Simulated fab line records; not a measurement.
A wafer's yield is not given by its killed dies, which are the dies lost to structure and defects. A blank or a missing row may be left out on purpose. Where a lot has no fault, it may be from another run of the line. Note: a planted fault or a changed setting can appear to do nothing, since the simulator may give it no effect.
Problem report in the 8D (eight disciplines) form, filled by code	flow n5-finfet	the parts of the form that need people (team, actions taken, sign-off) are left out

## 1. PROBLEM STATEMENT
run-length-s at N5_BEOL_M5_CO_CAP_78 reads a mean of 102.7 s on 1 wafer of 1 lot; wafers without a fault read 125.4 s with a standard deviation of 0.59. That puts it -38 standard deviations away from the usual mean.
The step: material Co, precursor CCTBA/H2, target thk 2 nm, time 102.1 s.
Seen first at day 13 10:31 on cvd-co-02, wafer L120.2. Wafers with a number at this step in the record: 15, from 5 lots. The rule behind "out" and "out of limits": a value lying over 4 standard deviations away from the usual mean. The other wafers with a number count as sound.

## 2. WHAT THIS IS AND IS NOT
question	is	is not
which readings at this step	run-length-s	heater-power-w
which lots	L120	L101, L104, L107, L124
which wafers of those lots	L120.2	L120.3, L120.6
read on which tools	cvd-co-02	cvd-co-01
when	from day 13 10:31	up to then (11 sound wafers); but 3 sound wafers of L124 came after

## 3. WHAT RULES OUT EACH SUSPECT
Counting: if a tool at a process step up to the reading ran every lot that is out, it stays a suspect. Sound lots after the first of them don't rule it out here, since some wafers of a struck lot are sound.
- pvd-sputter-01 at N5_BEOL_M5_SPUTTER_83 (material Cu, target thk 15 nm, time 27.62 s): kept. L120, the lot that is out, went through it at day 13 07:28; up to then, the latest sound lot through it was L104 at day 8 17:18.
- pvd-sputter-01 at N5_BEOL_M5_ANNEAL_84 (time 1800 s): kept. L120, the lot that is out, went through it at day 13 07:33; up to then, the latest sound lot through it was L104 at day 8 17:23.
- pvd-sputter-01 at N5_BEOL_M5_ANNEAL_89 (time 1800 s): kept. L120, the lot that is out, went through it at day 13 08:38; up to then, the latest sound lot through it was L104 at day 8 18:28.
- rtp-anneal-02 at N5_BEOL_M5_ANNEAL_51 (time 90 s): kept. L120, the lot that is out, went through it at day 13 09:53; up to then, the latest sound lot through it was L104 at day 8 19:41.
- cvd-co-02 at N5_BEOL_M5_PRE_CLEAN_77 (time 15 s): kept. L120, the lot that is out, went through it at day 13 10:29; up to then, the latest sound lot through it was L104 at day 8 20:28.
- cvd-co-02 at N5_BEOL_M5_CO_CAP_78 (material Co, precursor CCTBA/H2, target thk 2 nm, time 102.1 s): kept. L120, the lot that is out, went through it at day 13 10:31; up to then, the latest sound lot through it was L104 at day 8 20:31. On those wafers its own readings are out: run-length-s.
- Within cvd-co-02 at N5_BEOL_M5_PRE_CLEAN_77, the wafers that are out were processed in chamber 0 and their sound lot-mates in chamber 1.
- Within cvd-co-02 at N5_BEOL_M5_CO_CAP_78, the wafers that are out were processed in chamber 0 and their sound lot-mates in chamber 1.
Left after counting: pvd-sputter-01 at N5_BEOL_M5_SPUTTER_83, pvd-sputter-01 at N5_BEOL_M5_ANNEAL_84, pvd-sputter-01 at N5_BEOL_M5_ANNEAL_89, rtp-anneal-02 at N5_BEOL_M5_ANNEAL_51, cvd-co-02 at N5_BEOL_M5_PRE_CLEAN_77, cvd-co-02 at N5_BEOL_M5_CO_CAP_78.

## 4. THE CAUSE (what the simulator had put in)
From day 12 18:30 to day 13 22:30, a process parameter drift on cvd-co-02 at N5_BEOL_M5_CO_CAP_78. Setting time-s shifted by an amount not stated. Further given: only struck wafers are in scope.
This tool is one of the 6 suspects left after counting.

## 5. THE EFFECT CHAIN, in route order
Each row: a reading whose mean over the struck wafers that have a number lies more than 3 standard deviations from the usual. Only readings whose record carries a usual standard deviation are examined. hours: median over the lots of the time between each lot's start at the first step of this table that gives one and its start at this step. sigmas: the change, counted in usual standard deviations.
hours	step	reading	usual	on struck wafers	change	sigmas
0	N5_BEOL_M5_CO_CAP_78	run-length-s	125.4 s	102.7	-22.7	-38
The process steps in it:
- N5_BEOL_M5_CO_CAP_78: material Co, precursor CCTBA/H2, target thk 2 nm, time 102.1 s.

## 6. HOW IT WOULD HAVE BEEN CAUGHT EARLIER
16 hours passed between the start of the fault at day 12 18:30 and the first reading out of limits in this record, taken at day 13 10:31.
